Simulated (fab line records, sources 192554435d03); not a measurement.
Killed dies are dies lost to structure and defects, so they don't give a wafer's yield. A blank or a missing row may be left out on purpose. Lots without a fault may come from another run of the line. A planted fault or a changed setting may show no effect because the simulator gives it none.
Which tool did it? | flow n5_finfet | 22 lots, 66 wafers sampled, at 6 steps of a route of 1938

WHAT THE GAUGES READ, wafer by wafer
The record holds no reading of a measuring or inspecting step that can be judged against a usual standard deviation.

WHICH TOOL RAN EACH LOT (tool, then ch and the chambers of the sampled wafers, then the start)
lot  | N5_WELL_APT_RTA_34              | N5_PMOS_HMC_CHANNEL_EPI_CMP_21 | N5_FIN_SAQP_HM_OPEN_33            | N5_FIN_CUT_ETCH_20                | N5_DUMMY_GATE_ETCH_32           | N5_SD_EPI_N_ETCH_34
L074 | rtp_anneal-02 ch 0, day 1 16:24 | cmp-04 ch 1,2,3, day 1 19:49   | rie_diel-01 ch 0,1, day 2 02:42   | rie_diel-06 ch 0,1,3, day 2 03:43 | rie_si-06 ch 0,2,3, day 3 02:55 | rie_diel-04 ch 1,2,3, day 3 04:24
L075 | rtp_anneal-02 ch 0, day 1 22:10 | cmp-01 ch 0,2,3, day 2 01:36   | rie_diel-04 ch 0,2,3, day 2 07:32 | rie_diel-03 ch 1,2,3, day 2 08:41 | rie_si-03 ch 0,3, day 3 04:40   | rie_diel-01 ch 0,2,3, day 3 06:17
L076 | rtp_anneal-01 ch 0, day 2 04:13 | cmp-04 ch 1,2,3, day 2 07:38   | rie_diel-01 ch 0,2,3, day 2 13:30 | rie_diel-06 ch 0,1,2, day 2 14:41 | rie_si-06 ch 0,1,3, day 3 10:33 | rie_diel-02 ch 0,3, day 3 12:17
L078 | rtp_anneal-01 ch 0, day 2 16:12 | cmp-01 ch 0,1,3, day 2 20:01   | rie_diel-02 ch 0,3, day 3 02:20   | rie_diel-06 ch 1,2,3, day 3 03:29 | rie_si-05 ch 0,2,3, day 3 23:17 | rie_diel-04 ch 0,1,3, day 4 01:11
L079 | rtp_anneal-02 ch 0, day 2 21:42 | cmp-04 ch 0,1,2, day 3 01:33   | rie_diel-02 ch 0,1, day 3 07:43   | rie_diel-05 ch 0,1,3, day 3 08:54 | rie_si-03 ch 0,1,2, day 4 04:24 | rie_diel-01 ch 0,2,3, day 4 06:07
L080 | rtp_anneal-01 ch 0, day 3 04:29 | cmp-04 ch 1,2, day 3 09:00     | rie_diel-02 ch 0,3, day 3 16:35   | rie_diel-06 ch 0,1,2, day 3 17:51 | rie_si-05 ch 2,3, day 4 12:52   | rie_diel-02 ch 1,2, day 4 14:30
L081 | rtp_anneal-02 ch 0, day 3 09:40 | cmp-01 ch 0,1,3, day 3 13:16   | rie_diel-04 ch 1,2,3, day 3 20:36 | rie_diel-03 ch 0,1,2, day 3 21:37 | rie_si-06 ch 1,2,3, day 4 16:55 | rie_diel-01 ch 0,2,3, day 4 18:55
L082 | rtp_anneal-01 ch 0, day 3 15:49 | cmp-01 ch 1,2, day 3 19:45     | rie_diel-04 ch 1,2,3, day 4 03:09 | rie_diel-06 ch 0,2, day 4 04:10   | rie_si-03 ch 0,1,2, day 4 23:38 | rie_diel-01 ch 0,2,3, day 5 02:33
L083 | rtp_anneal-02 ch 0, day 3 22:41 | cmp-01 ch 0,1, day 4 02:32     | rie_diel-02 ch 1,2, day 4 09:10   | rie_diel-05 ch 0,2, day 4 10:19   | rie_si-06 ch 0,2, day 5 08:21   | rie_diel-01 ch 0,2, day 5 09:58
L084 | rtp_anneal-01 ch 0, day 4 03:50 | cmp-02 ch 1,2,3, day 4 07:43   | rie_diel-04 ch 0,3, day 4 13:37   | rie_diel-03 ch 0,1, day 4 14:37   | rie_si-05 ch 0,1,2, day 5 10:02 | rie_diel-01 ch 0,1,2, day 5 12:14
L085 | rtp_anneal-02 ch 0, day 4 09:46 | cmp-01 ch 0,1,2, day 4 13:50   | rie_diel-04 ch 1,2,3, day 4 23:14 | rie_diel-06 ch 0,1, day 5 00:26   | rie_si-05 ch 1,2,3, day 5 20:49 | rie_diel-01 ch 0,1,2, day 5 22:19
L086 | rtp_anneal-01 ch 0, day 4 15:58 | cmp-01 ch 0,2,3, day 4 19:31   | rie_diel-04 ch 0,3, day 5 03:39   | rie_diel-06 ch 0,1, day 5 04:40   | rie_si-03 ch 0,2, day 6 00:09   | rie_diel-02 ch 1,3, day 6 01:46
L087 | rtp_anneal-01 ch 0, day 4 22:01 | cmp-02 ch 0,1,3, day 5 01:52   | rie_diel-01 ch 1,2, day 5 08:10   | rie_diel-06 ch 0,1,2, day 5 09:22 | rie_si-06 ch 0,3, day 6 05:23   | rie_diel-01 ch 0,1,2, day 6 07:07
L088 | rtp_anneal-02 ch 0, day 5 04:35 | cmp-01 ch 1,3, day 5 08:16     | rie_diel-01 ch 0,3, day 5 14:49   | rie_diel-03 ch 0,2, day 5 16:04   | rie_si-03 ch 0,1,2, day 6 11:02 | rie_diel-02 ch 0,1, day 6 12:50
L089 | rtp_anneal-01 ch 0, day 5 10:00 | cmp-04 ch 0,3, day 5 13:34     | rie_diel-02 ch 2,3, day 5 19:39   | rie_diel-05 ch 1,3, day 5 20:41   | rie_si-03 ch 0,1, day 6 16:17   | rie_diel-04 ch 0,1,3, day 6 18:02
L090 | rtp_anneal-01 ch 0, day 5 15:48 | cmp-01 ch 1,3, day 5 19:44     | rie_diel-04 ch 0,1,3, day 6 01:56 | rie_diel-03 ch 1,2, day 6 03:04   | rie_si-03 ch 1,3, day 6 22:20   | rie_diel-02 ch 0,1,2, day 7 00:58
L092 | rtp_anneal-01 ch 0, day 6 03:52 | cmp-01 ch 0,3, day 6 07:30     | rie_diel-01 ch 1,2,3, day 6 13:38 | rie_diel-06 ch 1,2,3, day 6 14:50 | rie_si-05 ch 0,2,3, day 7 12:10 | rie_diel-01 ch 0,2,3, day 7 13:46
L093 | rtp_anneal-02 ch 0, day 6 10:48 | cmp-04 ch 1,2, day 6 15:20     | rie_diel-01 ch 2,3, day 6 22:10   | rie_diel-06 ch 0,1,3, day 6 23:10 | rie_si-05 ch 0,2,3, day 7 19:53 | rie_diel-04 ch 0,1,2, day 7 21:23
L094 | rtp_anneal-02 ch 0, day 6 16:26 | cmp-04 ch 0,1, day 6 20:12     | rie_diel-01 ch 1,2,3, day 7 02:50 | rie_diel-05 ch 0,2,3, day 7 03:52 | rie_si-05 ch 1,2, day 7 23:13   | rie_diel-04 ch 2,3, day 8 00:50
L095 | rtp_anneal-02 ch 0, day 6 22:12 | cmp-02 ch 0,1,3, day 7 02:05   | rie_diel-01 ch 0,1,2, day 7 08:13 | rie_diel-05 ch 0,1,3, day 7 10:03 | rie_si-05 ch 0,2,3, day 8 05:13 | rie_diel-04 ch 1,2, day 8 06:54
L096 | rtp_anneal-02 ch 0, day 7 04:01 | cmp-04 ch 2,3, day 7 08:12     | rie_diel-04 ch 0,2,3, day 7 14:23 | rie_diel-05 ch 0,1,2, day 7 15:50 | rie_si-05 ch 1,2,3, day 8 11:33 | rie_diel-04 ch 0,1,2, day 8 13:15
L097 | rtp_anneal-01 ch 0, day 7 11:13 | cmp-01 ch 2,3, day 7 15:11     | rie_diel-01 ch 0,1, day 7 21:32   | rie_diel-06 ch 1,2, day 7 22:35   | rie_si-03 ch 0,2,3, day 8 18:24 | rie_diel-01 ch 1,2,3, day 8 20:28
- N5_WELL_APT_RTA_34: time 10 s.
- N5_PMOS_HMC_CHANNEL_EPI_CMP_21: polishes SiGe30, target thk 54 nm.
- N5_FIN_SAQP_HM_OPEN_33: chemistry CH3F/O2, target SiNx, target depth 49.4 nm, time 70.6 s.
- N5_FIN_CUT_ETCH_20: etches SiARC in CF4, target depth 26 nm, time 43.3 s.
- N5_DUMMY_GATE_ETCH_32: etches SiO2 in CF4, target depth 3.5 nm, time 3.9 s.
- N5_SD_EPI_N_ETCH_34: etches SiARC in CF4, target depth 45.5 nm, time 75.8 s.

WHAT THE TOOLS THEMSELVES READ (means of the sampled wafers that have a number; where no wafer has one, the mark that the record gives instead)
N5_WELL_APT_RTA_34. Usual: lamp_power_pct 13.00 %, standard deviation 0.056; wafer_temp_C_max 1003.5, standard deviation 1.1.
lot  | tool          | lamp_power_pct (%) | wafer_temp_C_max | flag
L074 | rtp_anneal-02 | 13.05              | 1003.9           |
L075 | rtp_anneal-02 | 12.99              | 1003.6           |
L076 | rtp_anneal-01 | 12.99              | 1003.8           |
L078 | rtp_anneal-01 | 13.04              | 1002.9           |
L079 | rtp_anneal-02 | 12.99              | 1002.7           |
L080 | rtp_anneal-01 | 13.03              | 1003.9           |
L081 | rtp_anneal-02 | 13.00              | 1002.9           |
L082 | rtp_anneal-01 | 12.97              | 1003.8           |
L083 | rtp_anneal-02 | 13.01              | 1003.8           |
L084 | rtp_anneal-01 | 12.99              | 1004.4           |
L085 | rtp_anneal-02 | 12.99              | 1003.3           |
L086 | rtp_anneal-01 | 12.99              | 1003.4           |
L087 | rtp_anneal-01 | 12.98              | 1003.6           |
L088 | rtp_anneal-02 | 13.01              | 1003.5           |
L089 | rtp_anneal-01 | 13.00              | 1003.5           |
L090 | rtp_anneal-01 | 12.99              | 1004.9           |
L092 | rtp_anneal-01 | 12.95              | 1004.0           |
L093 | rtp_anneal-02 | 12.99              | 1003.5           |
L094 | rtp_anneal-02 | 13.00              | 1003.5           |
L095 | rtp_anneal-02 | 13.04              | 1004.5           |
L096 | rtp_anneal-02 | 13.00              | 1003.5           |
L097 | rtp_anneal-01 | 12.96              | 1002.9           |

N5_PMOS_HMC_CHANNEL_EPI_CMP_21. Usual: motor_current_A 12.4 A, standard deviation 1.6; retaining_ring_pressure_frac 0.999, standard deviation 0.0052.
lot  | tool   | motor_current_A (A) | retaining_ring_pressure_frac | flag
L074 | cmp-04 | 12.2                | 1.002                        |
L075 | cmp-01 | 13.2                | 1.000                        |
L076 | cmp-04 | 12.2                | 0.996                        |
L078 | cmp-01 | 11.7                | 0.999                        |
L079 | cmp-04 | 12.6                | 0.999                        |
L080 | cmp-04 | 12.9                | 1.001                        |
L081 | cmp-01 | 12.2                | 1.001                        |
L082 | cmp-01 | 11.8                | 1.001                        |
L083 | cmp-01 | 11.4                | 1.001                        |
L084 | cmp-02 | 12.8                | 1.000                        |
L085 | cmp-01 | 12.9                | 0.999                        |
L086 | cmp-01 | 12.8                | 1.003                        |
L087 | cmp-02 | 12.5                | 1.003                        |
L088 | cmp-01 | 10.2                | 0.995                        |
L089 | cmp-04 | 13.2                | 0.999                        |
L090 | cmp-01 | 10.6                | 1.002                        |
L092 | cmp-01 | 13.0                | 1.002                        |
L093 | cmp-04 | 13.1                | 1.004                        |
L094 | cmp-04 | 12.4                | 0.999                        |
L095 | cmp-02 | 12.6                | 0.998                        |
L096 | cmp-04 | 12.1                | 0.998                        |
L097 | cmp-01 | 12.0                | 0.995                        |

N5_FIN_SAQP_HM_OPEN_33. Usual: drypump_motor_current_A 5.8 A, standard deviation 0.42; etch_rf_on_time_s 69.3 s, standard deviation 1.5; oes_product_au 0.67 a.u., standard deviation 0.057; rf_vpp_V 297 V, standard deviation 4.6; showerhead_plenum_p_Torr 2.02 Torr, standard deviation 0.055; throttle_valve_pct 16.41 %, standard deviation 0.23.
lot  | tool        | drypump_motor_current_A (A) | etch_rf_on_time_s (s) | oes_product_au (a.u.) | rf_vpp_V (V) | showerhead_plenum_p_Torr (Torr) | throttle_valve_pct (%) | flag
L074 | rie_diel-01 | 6.1                         | 68.9                  | 0.74                  | 299          | 2.00                            | 16.26                  |
L075 | rie_diel-04 | 5.6                         | 71.6                  | 0.66                  | 297          | 2.04                            | 16.34                  |
L076 | rie_diel-01 | 6.1                         | 70.1                  | 0.67                  | 297          | 1.98                            | 16.32                  |
L078 | rie_diel-02 | 5.9                         | 67.7                  | 0.61                  | 294          | 2.06                            | 16.54                  |
L079 | rie_diel-02 | 5.9                         | 67.8                  | 0.67                  | 294          | 2.04                            | 16.56                  |
L080 | rie_diel-02 | 5.9                         | 69.0                  | 0.60                  | 295          | 2.05                            | 16.55                  |
L081 | rie_diel-04 | 5.7                         | 68.6                  | 0.69                  | 298          | 2.05                            | 16.39                  |
L082 | rie_diel-04 | 5.7                         | 68.3                  | 0.68                  | 298          | 2.05                            | 16.40                  |
L083 | rie_diel-02 | 6.1                         | 68.5                  | 0.68                  | 295          | 2.05                            | 16.58                  |
L084 | rie_diel-04 | 5.5                         | 68.2                  | 0.62                  | 300          | 2.05                            | 16.62                  |
L085 | rie_diel-04 | 5.7                         | 67.3                  | 0.69                  | 298          | 2.05                            | 16.41                  |
L086 | rie_diel-04 | 5.4                         | 67.3                  | 0.62                  | 293          | 2.02                            | 16.50                  |
L087 | rie_diel-01 | 5.8                         | 70.9                  | 0.71                  | 300          | 1.96                            | 16.33                  |
L088 | rie_diel-01 | 6.4                         | 71.2                  | 0.62                  | 298          | 2.02                            | 16.49                  |
L089 | rie_diel-02 | 5.7                         | 70.0                  | 0.63                  | 295          | 2.04                            | 16.45                  |
L090 | rie_diel-04 | 5.5                         | 68.8                  | 0.65                  | 296          | 2.04                            | 16.54                  |
L092 | rie_diel-01 | 6.2                         | 69.2                  | 0.67                  | 302          | 2.01                            | 16.47                  |
L093 | rie_diel-01 | 6.3                         | 70.7                  | 0.63                  | 301          | 2.02                            | 16.55                  |
L094 | rie_diel-01 | 6.2                         | 70.0                  | 0.67                  | 300          | 2.01                            | 16.47                  |
L095 | rie_diel-01 | 5.9                         | 70.4                  | 0.67                  | 297          | 1.95                            | 16.31                  |
L096 | rie_diel-04 | 5.6                         | 69.7                  | 0.63                  | 296          | 2.02                            | 16.42                  |
L097 | rie_diel-01 | 6.0                         | 69.5                  | 0.67                  | 296          | 1.95                            | 16.27                  |

N5_FIN_CUT_ETCH_20. Usual: drypump_motor_current_A 5.8 A, standard deviation 0.47; etch_rf_on_time_s 43.5 s, standard deviation 1; oes_product_au 0.67 a.u., standard deviation 0.055; rf_vpp_V 184.0 V, standard deviation 1.3; showerhead_plenum_p_Torr 2.14 Torr, standard deviation 0.08; throttle_valve_pct 15.76 %, standard deviation 0.21.
lot  | tool        | drypump_motor_current_A (A) | etch_rf_on_time_s (s) | oes_product_au (a.u.) | rf_vpp_V (V) | showerhead_plenum_p_Torr (Torr) | throttle_valve_pct (%) | flag
L074 | rie_diel-06 | 6.0                         | 44.3                  | 0.69                  | 184.1        | 2.19                            | 15.81                  |
L075 | rie_diel-03 | 5.9                         | 43.5                  | 0.65                  | 183.6        | 2.18                            | 15.73                  |
L076 | rie_diel-06 | 5.8                         | 43.1                  | 0.65                  | 184.6        | 2.16                            | 15.91                  |
L078 | rie_diel-06 | 5.9                         | 43.0                  | 0.70                  | 183.3        | 2.13                            | 15.73                  |
L079 | rie_diel-05 | 5.7                         | 44.2                  | 0.67                  | 183.5        | 2.12                            | 15.56                  |
L080 | rie_diel-06 | 5.9                         | 43.2                  | 0.65                  | 184.3        | 2.16                            | 15.92                  |
L081 | rie_diel-03 | 6.0                         | 43.8                  | 0.67                  | 184.8        | 2.18                            | 15.68                  |
L082 | rie_diel-06 | 5.5                         | 42.7                  | 0.63                  | 183.4        | 2.10                            | 15.90                  |
L083 | rie_diel-05 | 6.2                         | 43.5                  | 0.76                  | 185.1        | 2.21                            | 15.45                  |
L084 | rie_diel-03 | 6.0                         | 43.4                  | 0.67                  | 184.4        | 2.16                            | 15.62                  |
L085 | rie_diel-06 | 6.2                         | 43.4                  | 0.65                  | 185.8        | 2.22                            | 15.96                  |
L086 | rie_diel-06 | 6.0                         | 43.6                  | 0.63                  | 184.3        | 2.22                            | 16.04                  |
L087 | rie_diel-06 | 5.8                         | 43.4                  | 0.64                  | 184.4        | 2.16                            | 15.94                  |
L088 | rie_diel-03 | 6.0                         | 43.4                  | 0.68                  | 185.1        | 2.18                            | 15.71                  |
L089 | rie_diel-05 | 5.2                         | 44.4                  | 0.61                  | 183.0        | 2.04                            | 15.75                  |
L090 | rie_diel-03 | 6.1                         | 43.9                  | 0.64                  | 184.5        | 2.17                            | 15.75                  |
L092 | rie_diel-06 | 5.9                         | 43.5                  | 0.67                  | 184.1        | 2.12                            | 15.78                  |
L093 | rie_diel-06 | 6.0                         | 44.5                  | 0.66                  | 184.3        | 2.17                            | 15.89                  |
L094 | rie_diel-05 | 5.6                         | 43.6                  | 0.69                  | 183.7        | 2.13                            | 15.66                  |
L095 | rie_diel-05 | 5.8                         | 44.4                  | 0.65                  | 183.3        | 2.11                            | 15.61                  |
L096 | rie_diel-05 | 5.8                         | 42.9                  | 0.71                  | 183.7        | 2.13                            | 15.52                  |
L097 | rie_diel-06 | 6.0                         | 43.1                  | 0.65                  | 183.8        | 2.16                            | 15.89                  |

N5_DUMMY_GATE_ETCH_32. Usual: drypump_motor_current_A 5.7 A, standard deviation 0.4; oes_product_au 1.001 a.u., standard deviation 0.019; throttle_valve_pct 21.74 %, standard deviation 0.3.
lot  | tool      | drypump_motor_current_A (A) | oes_product_au (a.u.) | throttle_valve_pct (%) | flag
L074 | rie_si-06 | 6.1                         | 1.008                 | 21.89                  |
L075 | rie_si-03 | 5.9                         | 1.016                 | 21.78                  |
L076 | rie_si-06 | 6.0                         | 0.992                 | 21.80                  |
L078 | rie_si-05 | 5.5                         | 0.998                 | 21.78                  |
L079 | rie_si-03 | 5.8                         | 1.014                 | 21.50                  |
L080 | rie_si-05 | 5.5                         | 0.990                 | 21.74                  |
L081 | rie_si-06 | 6.2                         | 1.003                 | 22.07                  |
L082 | rie_si-03 | 5.8                         | 1.000                 | 21.49                  |
L083 | rie_si-06 | 6.2                         | 0.995                 | 22.05                  |
L084 | rie_si-05 | 5.3                         | 0.993                 | 21.66                  |
L085 | rie_si-05 | 5.4                         | 0.990                 | 21.62                  |
L086 | rie_si-03 | 5.9                         | 1.009                 | 21.47                  |
L087 | rie_si-06 | 5.9                         | 1.026                 | 21.72                  |
L088 | rie_si-03 | 5.7                         | 1.012                 | 21.50                  |
L089 | rie_si-03 | 5.8                         | 1.001                 | 21.49                  |
L090 | rie_si-03 | 5.6                         | 1.008                 | 21.67                  |
L092 | rie_si-05 | 5.5                         | 1.002                 | 21.78                  |
L093 | rie_si-05 | 5.5                         | 1.001                 | 21.78                  |
L094 | rie_si-05 | 5.1                         | 0.995                 | 21.41                  |
L095 | rie_si-05 | 5.5                         | 1.001                 | 21.78                  |
L096 | rie_si-05 | 5.4                         | 0.985                 | 21.62                  |
L097 | rie_si-03 | 5.9                         | 1.014                 | 21.63                  |

N5_SD_EPI_N_ETCH_34. Usual: drypump_motor_current_A 5.9 A, standard deviation 0.43; etch_rf_on_time_s 76.1 s, standard deviation 1.7; oes_product_au 0.67 a.u., standard deviation 0.052; rf_vpp_V 184.3 V, standard deviation 1.1; showerhead_plenum_p_Torr 2.15 Torr, standard deviation 0.059; throttle_valve_pct 15.65 %, standard deviation 0.23.
lot  | tool        | drypump_motor_current_A (A) | etch_rf_on_time_s (s) | oes_product_au (a.u.) | rf_vpp_V (V) | showerhead_plenum_p_Torr (Torr) | throttle_valve_pct (%) | flag
L074 | rie_diel-04 | 5.7                         | 74.6                  | 0.70                  | 185.3        | 2.19                            | 15.61                  |
L075 | rie_diel-01 | 6.1                         | 78.1                  | 0.66                  | 183.8        | 2.12                            | 15.59                  |
L076 | rie_diel-02 | 5.8                         | 75.9                  | 0.61                  | 184.8        | 2.19                            | 15.81                  |
L078 | rie_diel-04 | 5.5                         | 73.7                  | 0.67                  | 185.1        | 2.18                            | 15.74                  |
L079 | rie_diel-01 | 6.1                         | 77.3                  | 0.66                  | 183.5        | 2.12                            | 15.61                  |
L080 | rie_diel-02 | 6.1                         | 74.5                  | 0.68                  | 184.6        | 2.18                            | 15.77                  |
L081 | rie_diel-01 | 6.1                         | 77.3                  | 0.65                  | 183.5        | 2.11                            | 15.61                  |
L082 | rie_diel-01 | 6.1                         | 78.4                  | 0.65                  | 183.8        | 2.11                            | 15.62                  |
L083 | rie_diel-01 | 5.8                         | 78.4                  | 0.66                  | 183.4        | 2.05                            | 15.46                  |
L084 | rie_diel-01 | 5.9                         | 76.5                  | 0.69                  | 184.3        | 2.10                            | 15.54                  |
L085 | rie_diel-01 | 5.9                         | 77.1                  | 0.69                  | 183.5        | 2.10                            | 15.55                  |
L086 | rie_diel-02 | 5.6                         | 74.2                  | 0.66                  | 184.7        | 2.14                            | 15.67                  |
L087 | rie_diel-01 | 5.9                         | 77.4                  | 0.68                  | 184.0        | 2.10                            | 15.56                  |
L088 | rie_diel-02 | 5.9                         | 75.8                  | 0.71                  | 184.2        | 2.16                            | 15.64                  |
L089 | rie_diel-04 | 5.5                         | 74.7                  | 0.64                  | 185.0        | 2.17                            | 15.78                  |
L090 | rie_diel-02 | 6.2                         | 75.7                  | 0.70                  | 184.0        | 2.19                            | 15.74                  |
L092 | rie_diel-01 | 6.1                         | 77.8                  | 0.63                  | 183.9        | 2.11                            | 15.66                  |
L093 | rie_diel-04 | 5.6                         | 75.6                  | 0.67                  | 184.6        | 2.15                            | 15.53                  |
L094 | rie_diel-04 | 5.7                         | 75.3                  | 0.62                  | 184.8        | 2.19                            | 15.85                  |
L095 | rie_diel-04 | 5.8                         | 76.0                  | 0.68                  | 184.4        | 2.16                            | 15.44                  |
L096 | rie_diel-04 | 5.6                         | 76.0                  | 0.66                  | 184.8        | 2.15                            | 15.54                  |
L097 | rie_diel-01 | 6.2                         | 76.3                  | 0.66                  | 184.5        | 2.14                            | 15.77                  |

THE ANSWER, worked out from the rows above alone
Rule: a lot is off if the mean of its wafers that have a number lies more than 3 standard deviations from the usual mean. A lot without any number at a reading at which 4 lots or more have one is off too. The other lots that the step has rows for count as sound. The gauges are gone through in route order, then the tools' own readings, and for those a lot's mean is taken as printed above. The first step at which some lot is off is used, and at that step the reading that is off furthest; a lot without a number counts as furthest.
No lot is off at any reading shown: from this, nothing can be told.

WHAT THE SIMULATOR HAD PUT IN
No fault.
